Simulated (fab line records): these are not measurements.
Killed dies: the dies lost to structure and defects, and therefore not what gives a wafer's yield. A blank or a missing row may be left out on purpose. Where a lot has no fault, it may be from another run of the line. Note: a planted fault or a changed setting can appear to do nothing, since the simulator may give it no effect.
Which tool is to blame? :: flow n5Finfet :: Sampling: 12 lots, 34 wafers, 7 of 1938 route steps

== WHAT EACH GAUGE READ, for each wafer ==
N5_FIN_SAQP_THK_MEAS_05.
lot: L927
measured: day 1 23:09
on: filmMetro-01
thkNm (nm): 37.7 37.4 37.4

lot: L928
measured: day 2 02:55
on: filmMetro-01
thkNm (nm): 37.9 38.6

lot: L929
measured: day 2 09:38
on: filmMetro-01
thkNm (nm): 38.3 38.8 39.2

lot: L930
measured: day 2 14:29
on: filmMetro-01
thkNm (nm): 38.3 38.3 39.1

lot: L931
measured: day 2 21:11
on: filmMetro-01
thkNm (nm): 39.0 38.2 39.0

lot: L932
measured: day 3 03:10
on: filmMetro-01
thkNm (nm): 38.2 38.8 38.2

lot: L936
measured: day 4 03:11
on: filmMetro-02
thkNm (nm): 25.8 38.5

lot: L944
measured: day 6 03:00
on: filmMetro-02
thkNm (nm): 37.3 38.5 38.4

lot: L947
measured: day 6 22:21
on: filmMetro-02
thkNm (nm): 37.7 37.7 38.3

lot: L948
measured: day 7 04:07
on: filmMetro-02
thkNm (nm): 38.3 38.5 39.0

lot: L949
measured: day 7 09:59
on: filmMetro-02
thkNm (nm): 38.2 38.3 38.3

lot: L950
measured: day 7 14:45
on: filmMetro-01
thkNm (nm): 37.2 37.8 37.9

N5_FIN_SAQP_INSPECT_18: inspects for defects (brightfield).
lot: L927
measured: day 1 23:47
on: defectInspect-02
rawDefectCount: 396 357 427

lot: L928
measured: day 2 03:32
on: defectInspect-02
rawDefectCount: 585 506

lot: L929
measured: day 2 10:22
on: defectInspect-02
rawDefectCount: 556 346 638

lot: L930
measured: day 2 15:16
on: defectInspect-02
rawDefectCount: 358 395 363

lot: L931
measured: day 2 21:56
on: defectInspect-02
rawDefectCount: 566 604 497

lot: L932
measured: day 3 03:48
on: defectInspect-02
rawDefectCount: 344 272 396

lot: L936
measured: day 4 03:56
on: defectInspect-01
rawDefectCount: 266 286

lot: L944
measured: day 6 03:38
on: defectInspect-02
rawDefectCount: 304 470 296

lot: L947
measured: day 6 23:06
on: defectInspect-02
rawDefectCount: 354 320 370

lot: L948
measured: day 7 04:52
on: defectInspect-02
rawDefectCount: 369 312 588

lot: L949
measured: day 7 10:44
on: defectInspect-01
rawDefectCount: 447 445 367

lot: L950
measured: day 7 15:30
on: defectInspect-02
rawDefectCount: 405 321 269

N5_BEOL_M4_RC_MEAS_101.
lot: L927
measured: day 7 20:04
on: prober-02
DIBL_N (mV/V): 37.4 35.6 36.4
DIBL_P (mV/V): 36.9 34.9 33.6
IOFF_N (nA/um): 0.164 0.128 0.141
IOFF_P (nA/um): 0.21 0.19 0.17
ION_N (uA/um): 676 659 662
ION_P (uA/um): 456 454 449
SS_N (mV/dec): 72.0 71.5 71.6
SS_P (mV/dec): 73.4 73.0 72.7
VT_N (mV): 247 251 254
VT_P (mV): -252 -253 -255

lot: L928
measured: day 8 01:37
on: prober-01
DIBL_N (mV/V): 37.5 36.0
DIBL_P (mV/V): 36.4 34.5
IOFF_N (nA/um): 0.174 0.149
IOFF_P (nA/um): 0.24 0.21
ION_N (uA/um): 666 667
ION_P (uA/um): 460 460
SS_N (mV/dec): 71.8 71.1
SS_P (mV/dec): 74.0 72.7
VT_N (mV): 251 251
VT_P (mV): -248 -250

lot: L929
measured: day 8 07:10
on: prober-01
DIBL_N (mV/V): 34.1 36.9 33.7
DIBL_P (mV/V): 34.5 37.5 33.5
IOFF_N (nA/um): 0.128 0.173 0.118
IOFF_P (nA/um): 0.17 0.22 0.15
ION_N (uA/um): 666 693 665
ION_P (uA/um): 456 473 452
SS_N (mV/dec): 72.0 71.0 71.2
SS_P (mV/dec): 72.5 73.4 72.2
VT_N (mV): 252 248 255
VT_P (mV): -252 -248 -255

lot: L930
measured: day 8 18:49
on: prober-02
DIBL_N (mV/V): 34.2 36.3 33.9
DIBL_P (mV/V): 34.1 36.7 33.6
IOFF_N (nA/um): 0.121 0.150 0.110
IOFF_P (nA/um): 0.15 0.18 0.14
ION_N (uA/um): 653 673 649
ION_P (uA/um): 451 456 448
SS_N (mV/dec): 71.7 72.6 71.4
SS_P (mV/dec): 72.7 74.0 72.3
VT_N (mV): 254 252 255
VT_P (mV): -259 -255 -259

lot: L931
measured: day 8 23:21
on: prober-02
DIBL_N (mV/V): 33.7 32.2 35.7
DIBL_P (mV/V): 35.3 33.5 37.8
IOFF_N (nA/um): 0.146 0.118 0.175
IOFF_P (nA/um): 0.19 0.17 0.23
ION_N (uA/um): 678 675 678
ION_P (uA/um): 463 466 463
SS_N (mV/dec): 71.2 70.8 70.7
SS_P (mV/dec): 73.1 72.7 73.7
VT_N (mV): 250 253 247
VT_P (mV): -252 -250 -249

lot: L932
measured: day 9 12:39
on: prober-02
DIBL_N (mV/V): 38.0 36.7 37.5
DIBL_P (mV/V): 36.8 35.3 37.1
IOFF_N (nA/um): 0.166 0.154 0.152
IOFF_P (nA/um): 0.23 0.22 0.23
ION_N (uA/um): 681 677 670
ION_P (uA/um): 471 465 465
SS_N (mV/dec): 71.6 70.8 72.2
SS_P (mV/dec): 73.6 73.0 73.3
VT_N (mV): 250 250 252
VT_P (mV): -248 -249 -247

lot: L936
measured: day 10 04:10
on: prober-02
DIBL_N (mV/V): 37.2 37.9
DIBL_P (mV/V): 37.4 37.8
IOFF_N (nA/um): 0.182 0.186
IOFF_P (nA/um): 0.23 0.24
ION_N (uA/um): 687 688
ION_P (uA/um): 472 472
SS_N (mV/dec): 72.2 72.2
SS_P (mV/dec): 73.9 73.6
VT_N (mV): 246 245
VT_P (mV): -251 -248

lot: L944
measured: day 12 04:14
on: prober-01
DIBL_N (mV/V): 37.1 35.7 34.8
DIBL_P (mV/V): 38.1 36.5 35.1
IOFF_N (nA/um): 0.203 0.154 0.144
IOFF_P (nA/um): 0.22 0.20 0.18
ION_N (uA/um): 685 661 670
ION_P (uA/um): 463 463 455
SS_N (mV/dec): 71.5 71.4 70.7
SS_P (mV/dec): 73.6 73.8 72.9
VT_N (mV): 245 248 250
VT_P (mV): -248 -248 -253

lot: L947
measured: day 13 13:07
on: prober-02
DIBL_N (mV/V): 35.4 36.8 38.6
DIBL_P (mV/V): 35.1 36.5 39.2
IOFF_N (nA/um): 0.146 0.159 0.210
IOFF_P (nA/um): 0.20 0.22 0.27
ION_N (uA/um): 695 675 706
ION_P (uA/um): 478 466 479
SS_N (mV/dec): 71.2 71.7 72.0
SS_P (mV/dec): 72.2 73.2 74.0
VT_N (mV): 249 251 247
VT_P (mV): -251 -248 -247

lot: L948
measured: day 13 06:37
on: prober-02
DIBL_N (mV/V): 31.8 32.8 35.6
DIBL_P (mV/V): 33.0 34.9 37.3
IOFF_N (nA/um): 0.115 0.123 0.171
IOFF_P (nA/um): 0.18 0.21 0.24
ION_N (uA/um): 667 663 681
ION_P (uA/um): 461 468 471
SS_N (mV/dec): 70.8 71.1 71.3
SS_P (mV/dec): 72.4 73.2 73.8
VT_N (mV): 256 254 249
VT_P (mV): -250 -246 -247

lot: L949
measured: day 13 15:26
on: prober-02
DIBL_N (mV/V): 34.6 35.0 37.1
DIBL_P (mV/V): 33.6 35.3 37.7
IOFF_N (nA/um): 0.128 0.139 0.180
IOFF_P (nA/um): 0.19 0.21 0.25
ION_N (uA/um): 664 657 682
ION_P (uA/um): 462 458 465
SS_N (mV/dec): 70.7 71.5 71.9
SS_P (mV/dec): 72.0 72.9 74.1
VT_N (mV): 253 253 247
VT_P (mV): -247 -251 -247

lot: L950
measured: day 13 14:01
on: prober-01
DIBL_N (mV/V): 37.1 37.2 38.8
DIBL_P (mV/V): 39.3 38.6 40.2
IOFF_N (nA/um): 0.192 0.181 0.234
IOFF_P (nA/um): 0.30 0.27 0.31
ION_N (uA/um): 682 677 687
ION_P (uA/um): 472 469 468
SS_N (mV/dec): 70.9 72.6 72.1
SS_P (mV/dec): 74.7 73.8 74.1
VT_N (mV): 245 247 244
VT_P (mV): -242 -246 -242

== WHICH TOOL RAN EACH LOT (tool, then ch and the chambers of the sampled wafers, then the start) ==
lot: L927
N5_PMOS_HMC_CHANNEL_EPI_HM_OPEN_15: rieDiel-02 ch 1,2,3, day 1 18:20
N5_FIN_SAQP_HM_DEP_03: pecvd-01 ch 0,1,2, day 1 23:04
N5_FIN_SAQP_PECVD_47: pecvd-04 ch 0,1, day 1 23:11
N5_FIN_SAQP_HM_OPEN_33: rieDiel-04 ch 0,2, day 2 03:37

lot: L928
N5_PMOS_HMC_CHANNEL_EPI_HM_OPEN_15: rieDiel-01 ch 0,2, day 1 23:20
N5_FIN_SAQP_HM_DEP_03: pecvd-01 ch 2, day 2 02:49
N5_FIN_SAQP_PECVD_47: pecvd-02 ch 0,1, day 2 02:57
N5_FIN_SAQP_HM_OPEN_33: rieDiel-03 ch 1,2, day 2 07:34

lot: L929
N5_PMOS_HMC_CHANNEL_EPI_HM_OPEN_15: rieDiel-02 ch 0,1,3, day 2 05:35
N5_FIN_SAQP_HM_DEP_03: pecvd-01 ch 0,1, day 2 09:33
N5_FIN_SAQP_PECVD_47: pecvd-04 ch 0,1, day 2 09:40
N5_FIN_SAQP_HM_OPEN_33: rieDiel-04 ch 0,1, day 2 14:12

lot: L930
N5_PMOS_HMC_CHANNEL_EPI_HM_OPEN_15: rieDiel-05 ch 0,1,3, day 2 11:11
N5_FIN_SAQP_HM_DEP_03: pecvd-02 ch 0,1,2, day 2 14:24
N5_FIN_SAQP_PECVD_47: pecvd-02 ch 0,1,2, day 2 14:31
N5_FIN_SAQP_HM_OPEN_33: rieDiel-04 ch 0,2,3, day 2 19:23

lot: L931
N5_PMOS_HMC_CHANNEL_EPI_HM_OPEN_15: rieDiel-05 ch 2,3, day 2 17:29
N5_FIN_SAQP_HM_DEP_03: pecvd-04 ch 0,2, day 2 21:06
N5_FIN_SAQP_PECVD_47: pecvd-01 ch 0,2, day 2 21:13
N5_FIN_SAQP_HM_OPEN_33: rieDiel-03 ch 0,3, day 3 02:42

lot: L932
N5_PMOS_HMC_CHANNEL_EPI_HM_OPEN_15: rieDiel-01 ch 0,2,3, day 2 23:28
N5_FIN_SAQP_HM_DEP_03: pecvd-04 ch 1,2, day 3 03:05
N5_FIN_SAQP_PECVD_47: pecvd-04 ch 0,1,2, day 3 03:12
N5_FIN_SAQP_HM_OPEN_33: rieDiel-04 ch 1,2,3, day 3 09:44

lot: L936
N5_PMOS_HMC_CHANNEL_EPI_HM_OPEN_15: rieDiel-02 ch 2, day 3 23:34
N5_FIN_SAQP_HM_DEP_03: pecvd-04 ch 0,2, day 4 03:05
N5_FIN_SAQP_PECVD_47: pecvd-01 ch 2, day 4 03:14
N5_FIN_SAQP_HM_OPEN_33: rieDiel-03 ch 0,1, day 4 08:29

lot: L944
N5_PMOS_HMC_CHANNEL_EPI_HM_OPEN_15: rieDiel-05 ch 1,2,3, day 5 23:35
N5_FIN_SAQP_HM_DEP_03: pecvd-02 ch 1,2, day 6 02:55
N5_FIN_SAQP_PECVD_47: pecvd-01 ch 0,1, day 6 03:02
N5_FIN_SAQP_HM_OPEN_33: rieDiel-03 ch 0,2,3, day 6 08:07

lot: L947
N5_PMOS_HMC_CHANNEL_EPI_HM_OPEN_15: rieDiel-05 ch 0,2, day 6 17:41
N5_FIN_SAQP_HM_DEP_03: pecvd-01 ch 0,1,2, day 6 22:16
N5_FIN_SAQP_PECVD_47: pecvd-02 ch 0,1,2, day 6 22:23
N5_FIN_SAQP_HM_OPEN_33: rieDiel-06 ch 0,1,2, day 7 02:52

lot: L948
N5_PMOS_HMC_CHANNEL_EPI_HM_OPEN_15: rieDiel-02 ch 0,1, day 7 00:28
N5_FIN_SAQP_HM_DEP_03: pecvd-02 ch 0,1,2, day 7 04:01
N5_FIN_SAQP_PECVD_47: pecvd-04 ch 0,1,2, day 7 04:09
N5_FIN_SAQP_HM_OPEN_33: rieDiel-04 ch 1,3, day 7 09:16

lot: L949
N5_PMOS_HMC_CHANNEL_EPI_HM_OPEN_15: rieDiel-01 ch 1,2, day 7 05:29
N5_FIN_SAQP_HM_DEP_03: pecvd-04 ch 1,2, day 7 09:54
N5_FIN_SAQP_PECVD_47: pecvd-01 ch 0,1,2, day 7 10:02
N5_FIN_SAQP_HM_OPEN_33: rieDiel-03 ch 1,2,3, day 7 14:31

lot: L950
N5_PMOS_HMC_CHANNEL_EPI_HM_OPEN_15: rieDiel-02 ch 1,2, day 7 11:21
N5_FIN_SAQP_HM_DEP_03: pecvd-04 ch 0,2, day 7 14:40
N5_FIN_SAQP_PECVD_47: pecvd-02 ch 0,1,2, day 7 14:47
N5_FIN_SAQP_HM_OPEN_33: rieDiel-03 ch 1,2, day 7 20:29
- N5_PMOS_HMC_CHANNEL_EPI_HM_OPEN_15: chemistry CHF3/O2, target SiO2, target depth 40.6 nm, time 20.3 s.
- N5_FIN_SAQP_HM_DEP_03: deposits SiNx from SiH4/NH3/N2, target thk 38 nm, time 33.6 s.
- N5_FIN_SAQP_PECVD_47: deposits a-Si from SiH4/He, target thk 45 nm, time 36.3 s.
- N5_FIN_SAQP_HM_OPEN_33: chemistry CH3F/O2, target SiNx, target depth 49.4 nm, time 70.6 s.

== WHAT THE TOOLS THEMSELVES READ (means of the sampled wafers that have a number; where no wafer has one, the mark that the record gives instead) ==
N5_PMOS_HMC_CHANNEL_EPI_HM_OPEN_15.
lot: L927
tool: rieDiel-02
drypumpMotorCurrentA (A): 5.7
oesProductAu (a.u.): 0.76
rfVppV (V): 525
showerheadPlenumPTorr (Torr): 2.41
throttleValvePct (%): 18.79

lot: L928
tool: rieDiel-01
drypumpMotorCurrentA (A): 6.0
oesProductAu (a.u.): 0.80
rfVppV (V): 534
showerheadPlenumPTorr (Torr): 2.42
throttleValvePct (%): 19.02

lot: L929
tool: rieDiel-02
drypumpMotorCurrentA (A): 5.9
oesProductAu (a.u.): 0.75
rfVppV (V): 524
showerheadPlenumPTorr (Torr): 2.41
throttleValvePct (%): 18.81

lot: L930
tool: rieDiel-05
drypumpMotorCurrentA (A): 5.7
oesProductAu (a.u.): 0.80
rfVppV (V): 536
showerheadPlenumPTorr (Torr): 2.46
throttleValvePct (%): 19.03

lot: L931
tool: rieDiel-05
drypumpMotorCurrentA (A): 5.6
oesProductAu (a.u.): 0.74
rfVppV (V): 522
showerheadPlenumPTorr (Torr): 2.51
throttleValvePct (%): 18.95

lot: L932
tool: rieDiel-01
drypumpMotorCurrentA (A): 5.7
oesProductAu (a.u.): 0.78
rfVppV (V): 531
showerheadPlenumPTorr (Torr): 2.39
throttleValvePct (%): 18.98

lot: L936
tool: rieDiel-02
drypumpMotorCurrentA (A): 5.0
oesProductAu (a.u.): 0.77
rfVppV (V): 526
showerheadPlenumPTorr (Torr): 2.40
throttleValvePct (%): 18.70

lot: L944
tool: rieDiel-05
drypumpMotorCurrentA (A): 5.6
oesProductAu (a.u.): 0.72
rfVppV (V): 523
showerheadPlenumPTorr (Torr): 2.44
throttleValvePct (%): 19.08

lot: L947
tool: rieDiel-05
drypumpMotorCurrentA (A): 5.8
oesProductAu (a.u.): 0.81
rfVppV (V): 534
showerheadPlenumPTorr (Torr): 2.53
throttleValvePct (%): 18.91

lot: L948
tool: rieDiel-02
drypumpMotorCurrentA (A): 5.9
oesProductAu (a.u.): 0.73
rfVppV (V): 522
showerheadPlenumPTorr (Torr): 2.44
throttleValvePct (%): 18.81

lot: L949
tool: rieDiel-01
drypumpMotorCurrentA (A): 6.3
oesProductAu (a.u.): 0.85
rfVppV (V): 529
showerheadPlenumPTorr (Torr): 2.46
throttleValvePct (%): 18.80

lot: L950
tool: rieDiel-02
drypumpMotorCurrentA (A): 5.8
oesProductAu (a.u.): 0.73
rfVppV (V): 526
showerheadPlenumPTorr (Torr): 2.46
throttleValvePct (%): 18.86

N5_FIN_SAQP_HM_DEP_03.
lot: L927
tool: pecvd-01
heaterPowerW (W): 647
showerheadPlenumPTorr (Torr): 5.10
throttleValvePct (%): 40.4

lot: L928
tool: pecvd-01
heaterPowerW (W): 726
showerheadPlenumPTorr (Torr): 5.08
throttleValvePct (%): 38.5

lot: L929
tool: pecvd-01
heaterPowerW (W): 661
showerheadPlenumPTorr (Torr): 5.12
throttleValvePct (%): 42.3

lot: L930
tool: pecvd-02
heaterPowerW (W): 771
showerheadPlenumPTorr (Torr): 5.05
throttleValvePct (%): 40.1

lot: L931
tool: pecvd-04
heaterPowerW (W): 747
showerheadPlenumPTorr (Torr): 5.08
throttleValvePct (%): 39.2

lot: L932
tool: pecvd-04
heaterPowerW (W): 859
showerheadPlenumPTorr (Torr): 5.15
throttleValvePct (%): 38.7

lot: L936
tool: pecvd-04
heaterPowerW (W): 768
showerheadPlenumPTorr (Torr): 5.08
throttleValvePct (%): 38.9

lot: L944
tool: pecvd-02
heaterPowerW (W): 781
showerheadPlenumPTorr (Torr): 4.99
throttleValvePct (%): 41.8

lot: L947
tool: pecvd-01
heaterPowerW (W): 651
showerheadPlenumPTorr (Torr): 5.10
throttleValvePct (%): 40.8

lot: L948
tool: pecvd-02
heaterPowerW (W): 750
showerheadPlenumPTorr (Torr): 5.06
throttleValvePct (%): 40.1

lot: L949
tool: pecvd-04
heaterPowerW (W): 806
showerheadPlenumPTorr (Torr): 5.14
throttleValvePct (%): 38.6

lot: L950
tool: pecvd-04
heaterPowerW (W): 863
showerheadPlenumPTorr (Torr): 5.11
throttleValvePct (%): 38.8

N5_FIN_SAQP_PECVD_47.
lot: L927
tool: pecvd-04
heaterPowerW (W): 826
showerheadPlenumPTorr (Torr): 5.64
throttleValvePct (%): 18.1

lot: L928
tool: pecvd-02
heaterPowerW (W): 913
showerheadPlenumPTorr (Torr): 5.62
throttleValvePct (%): 18.6

lot: L929
tool: pecvd-04
heaterPowerW (W): 838
showerheadPlenumPTorr (Torr): 5.64
throttleValvePct (%): 18.2

lot: L930
tool: pecvd-02
heaterPowerW (W): 831
showerheadPlenumPTorr (Torr): 5.59
throttleValvePct (%): 18.4

lot: L931
tool: pecvd-01
heaterPowerW (W): 812
showerheadPlenumPTorr (Torr): 5.63
throttleValvePct (%): 18.3

lot: L932
tool: pecvd-04
heaterPowerW (W): 863
showerheadPlenumPTorr (Torr): 5.65
throttleValvePct (%): 17.8

lot: L936
tool: pecvd-01
heaterPowerW (W): 772
showerheadPlenumPTorr (Torr): 5.62
throttleValvePct (%): 17.9

lot: L944
tool: pecvd-01
heaterPowerW (W): 683
showerheadPlenumPTorr (Torr): 5.64
throttleValvePct (%): 18.6

lot: L947
tool: pecvd-02
heaterPowerW (W): 818
showerheadPlenumPTorr (Torr): 5.61
throttleValvePct (%): 18.4

lot: L948
tool: pecvd-04
heaterPowerW (W): 879
showerheadPlenumPTorr (Torr): 5.66
throttleValvePct (%): 17.8

lot: L949
tool: pecvd-01
heaterPowerW (W): 731
showerheadPlenumPTorr (Torr): 5.64
throttleValvePct (%): 18.6

lot: L950
tool: pecvd-02
heaterPowerW (W): 838
showerheadPlenumPTorr (Torr): 5.61
throttleValvePct (%): 18.4

N5_FIN_SAQP_HM_OPEN_33.
lot: L927
tool: rieDiel-04
drypumpMotorCurrentA (A): 5.6
etchRfOnTimeS (s): 68.1
oesProductAu (a.u.): 0.67
rfVppV (V): 294
showerheadPlenumPTorr (Torr): 1.95
throttleValvePct (%): 16.31

lot: L928
tool: rieDiel-03
drypumpMotorCurrentA (A): 5.7
etchRfOnTimeS (s): 70.0
oesProductAu (a.u.): 0.60
rfVppV (V): 296
showerheadPlenumPTorr (Torr): 1.94
throttleValvePct (%): 16.41

lot: L929
tool: rieDiel-04
drypumpMotorCurrentA (A): 5.7
etchRfOnTimeS (s): 71.0
oesProductAu (a.u.): 0.73
rfVppV (V): 293
showerheadPlenumPTorr (Torr): 1.94
throttleValvePct (%): 16.15

lot: L930
tool: rieDiel-04
drypumpMotorCurrentA (A): 5.7
etchRfOnTimeS (s): 69.4
oesProductAu (a.u.): 0.71
rfVppV (V): 293
showerheadPlenumPTorr (Torr): 1.97
throttleValvePct (%): 16.38

lot: L931
tool: rieDiel-03
drypumpMotorCurrentA (A): 5.5
etchRfOnTimeS (s): 71.8
oesProductAu (a.u.): 0.57
rfVppV (V): 297
showerheadPlenumPTorr (Torr): 2.01
throttleValvePct (%): 16.79

lot: L932
tool: rieDiel-04
drypumpMotorCurrentA (A): 5.9
etchRfOnTimeS (s): 69.0
oesProductAu (a.u.): 0.74
rfVppV (V): 293
showerheadPlenumPTorr (Torr): 1.97
throttleValvePct (%): 16.31

lot: L936
tool: rieDiel-03
drypumpMotorCurrentA (A): 5.8
etchRfOnTimeS (s): 59.1
oesProductAu (a.u.): 0.72
rfVppV (V): 291
showerheadPlenumPTorr (Torr): 1.98
throttleValvePct (%): 16.48

lot: L944
tool: rieDiel-03
drypumpMotorCurrentA (A): 5.4
etchRfOnTimeS (s): 67.4
oesProductAu (a.u.): 0.82
rfVppV (V): 302
showerheadPlenumPTorr (Torr): 2.05
throttleValvePct (%): 16.11

lot: L947
tool: rieDiel-06
drypumpMotorCurrentA (A): 5.1
etchRfOnTimeS (s): 69.8
oesProductAu (a.u.): 0.69
rfVppV (V): 296
showerheadPlenumPTorr (Torr): 1.93
throttleValvePct (%): 16.41

lot: L948
tool: rieDiel-04
drypumpMotorCurrentA (A): 5.9
etchRfOnTimeS (s): 68.7
oesProductAu (a.u.): 0.75
rfVppV (V): 292
showerheadPlenumPTorr (Torr): 1.95
throttleValvePct (%): 16.21

lot: L949
tool: rieDiel-03
drypumpMotorCurrentA (A): 6.0
etchRfOnTimeS (s): 68.2
oesProductAu (a.u.): 0.72
rfVppV (V): 299
showerheadPlenumPTorr (Torr): 2.00
throttleValvePct (%): 16.18

lot: L950
tool: rieDiel-03
drypumpMotorCurrentA (A): 5.4
etchRfOnTimeS (s): 68.6
oesProductAu (a.u.): 0.71
rfVppV (V): 298
showerheadPlenumPTorr (Torr): 1.93
throttleValvePct (%): 16.11

== THE ANSWER, worked out from the rows above alone ==
Rule: the lots themselves supply what counts as usual. Put in order of their means at a reading, lots are off if they are a third of the lots or fewer, leave a main group of 4 or more, and stand apart from it by a gap of 3 or more times the standard deviation of the main group's means; of several such gaps the widest counts. If all means in a main group match to the digits the tables above print for the reading, that group is not used. A lot without any number at a reading at which 4 lots or more have one is off too. All remaining lots with rows at the step are treated as sound. The gauges are gone through in route order, then the tools' own readings, and for those a lot's mean is taken as printed above. The first step at which some lot is off is used, and at that step the reading that is off furthest; a lot without a number counts as furthest.
Off: L936, at N5_FIN_SAQP_THK_MEAS_05 (thkNm). Main group: mean 38.2 nm, sd 0.41.
If a tool, at a process step before that reading, ran all the lots that are off and no sound lot after the first of them, it fits. Not tried: the gauges at N5_FIN_SAQP_THK_MEAS_05; whatever is off there is also off at N5_PMOS_HMC_CHANNEL_EPI_HM_OPEN_15, on other tools, and gauge error can't account for it. None of those tried fits.

== WHAT THE SIMULATOR HAD PUT IN ==
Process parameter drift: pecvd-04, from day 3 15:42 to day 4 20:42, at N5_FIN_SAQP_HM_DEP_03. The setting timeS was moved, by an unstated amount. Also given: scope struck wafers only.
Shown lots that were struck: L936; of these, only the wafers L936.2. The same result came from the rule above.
